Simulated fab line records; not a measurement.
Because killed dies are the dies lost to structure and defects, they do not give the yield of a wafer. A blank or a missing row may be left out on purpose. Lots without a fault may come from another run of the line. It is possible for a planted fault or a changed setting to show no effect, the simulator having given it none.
Matching of chambers :: flow n5-finfet :: N5_BEOL_M7_STRIP_67 on rie-diel-06: 4 sister chambers
The step strips in CF4. 18 wafers are shown with their chamber, then 9 later ones without.

WAFERS WITH THEIR CHAMBER
wafer: L075.1
chamber: 3
drypump-motor-current-A (A): 5.87
throttle-valve-pct (%): 13.14
oes-product-au (a.u.): 0.85

wafer: L075.2
chamber: 0
drypump-motor-current-A (A): 5.79
throttle-valve-pct (%): 13.92
oes-product-au (a.u.): 0.70

wafer: L075.3
chamber: 2
drypump-motor-current-A (A): 5.42
throttle-valve-pct (%): 13.52
oes-product-au (a.u.): 0.73

wafer: L077.2
chamber: 1
drypump-motor-current-A (A): 5.29
throttle-valve-pct (%): 13.80
oes-product-au (a.u.): 0.69

wafer: L077.3
chamber: 3
drypump-motor-current-A (A): 5.87
throttle-valve-pct (%): 13.17
oes-product-au (a.u.): 0.85

wafer: L077.5
chamber: 2
drypump-motor-current-A (A): 5.42
throttle-valve-pct (%): 13.50
oes-product-au (a.u.): 0.72

wafer: L078.2
chamber: 2
drypump-motor-current-A (A): 5.44
throttle-valve-pct (%): 13.51
oes-product-au (a.u.): 0.72

wafer: L078.3
chamber: 1
drypump-motor-current-A (A): 5.29
throttle-valve-pct (%): 13.81
oes-product-au (a.u.): 0.69

wafer: L078.6
chamber: 0
drypump-motor-current-A (A): 5.79
throttle-valve-pct (%): 13.92
oes-product-au (a.u.): 0.70

wafer: L082.1
chamber: 3
drypump-motor-current-A (A): 5.91
throttle-valve-pct (%): 13.17
oes-product-au (a.u.): 0.84

wafer: L082.2
chamber: 0
drypump-motor-current-A (A): 5.80
throttle-valve-pct (%): 13.95
oes-product-au (a.u.): 0.69

wafer: L082.6
chamber: 2
drypump-motor-current-A (A): 5.41
throttle-valve-pct (%): 13.54
oes-product-au (a.u.): 0.72

wafer: L085.1
chamber: 3
drypump-motor-current-A (A): 5.91
throttle-valve-pct (%): 13.20
oes-product-au (a.u.): 0.83

wafer: L085.5
chamber: 2
drypump-motor-current-A (A): 5.42
throttle-valve-pct (%): 13.56
oes-product-au (a.u.): 0.72

wafer: L085.6
chamber: 3
drypump-motor-current-A (A): 5.90
throttle-valve-pct (%): 13.18
oes-product-au (a.u.): 0.83

wafer: L089.1
chamber: 2
drypump-motor-current-A (A): 5.42
throttle-valve-pct (%): 13.55
oes-product-au (a.u.): 0.71

wafer: L089.3
chamber: 2
drypump-motor-current-A (A): 5.41
throttle-valve-pct (%): 13.56
oes-product-au (a.u.): 0.70

wafer: L089.4
chamber: 3
drypump-motor-current-A (A): 5.92
throttle-valve-pct (%): 13.20
oes-product-au (a.u.): 0.82

SIGNATURES, as means of the wafers listed above
reading: drypump-motor-current-A
chamber 0: 5.7933
chamber 1: 5.2900
chamber 2: 5.4200
chamber 3: 5.8967
scatter within a chamber: 0.0146

reading: throttle-valve-pct
chamber 0: 13.9300
chamber 1: 13.8050
chamber 2: 13.5343
chamber 3: 13.1767
scatter within a chamber: 0.022

reading: oes-product-au
chamber 0: 0.6967
chamber 1: 0.6900
chamber 2: 0.7171
chamber 3: 0.8367
scatter within a chamber: 0.00979
Rule: for a wafer and a chamber, the distance is found by dividing, reading by reading, the gap between the wafer's reading and the chamber's mean by the reading's scatter, squaring, summing and taking the root. The wafer belongs to the nearest chamber; if the next one is less than 2 further off, it can't be placed. The scatter is the square root of a quotient: the sum, over the shown wafers, of each reading's squared deviation from its chamber's mean, divided by wafers minus chambers.

WAFERS WHOSE CHAMBER IS MISSING
wafer: L088.1
drypump-motor-current-A (A): 5.80
throttle-valve-pct (%): 13.40
oes-product-au (a.u.): 0.95

wafer: L088.4
drypump-motor-current-A (A): 5.79
throttle-valve-pct (%): 13.41
oes-product-au (a.u.): 0.96

wafer: L088.5
drypump-motor-current-A (A): 5.43
throttle-valve-pct (%): 13.56
oes-product-au (a.u.): 0.70

wafer: L091.1
drypump-motor-current-A (A): 5.77
throttle-valve-pct (%): 13.41
oes-product-au (a.u.): 0.94

wafer: L091.4
drypump-motor-current-A (A): 5.28
throttle-valve-pct (%): 13.83
oes-product-au (a.u.): 0.67

wafer: L091.5
drypump-motor-current-A (A): 5.44
throttle-valve-pct (%): 13.60
oes-product-au (a.u.): 0.70

wafer: L095.3
drypump-motor-current-A (A): 5.39
throttle-valve-pct (%): 13.61
oes-product-au (a.u.): 0.69

wafer: L095.5
drypump-motor-current-A (A): 5.43
throttle-valve-pct (%): 13.62
oes-product-au (a.u.): 0.69

wafer: L095.6
drypump-motor-current-A (A): 5.88
throttle-valve-pct (%): 13.25
oes-product-au (a.u.): 0.81

EACH ONE'S CHAMBER
wafer: L088.1
from the rows above: 3
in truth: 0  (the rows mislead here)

wafer: L088.4
from the rows above: 3
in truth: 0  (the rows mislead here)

wafer: L088.5
from the rows above: 2
in truth: 2

wafer: L091.1
from the rows above: 3
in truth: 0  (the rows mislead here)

wafer: L091.4
from the rows above: 1
in truth: 1

wafer: L091.5
from the rows above: 2
in truth: 2

wafer: L095.3
from the rows above: 2
in truth: 2

wafer: L095.5
from the rows above: 2
in truth: 2

wafer: L095.6
from the rows above: 3
in truth: 3
Correct placement for 6 of the 9. Number that these rows cannot place: 0. Number placed wrongly: 3.
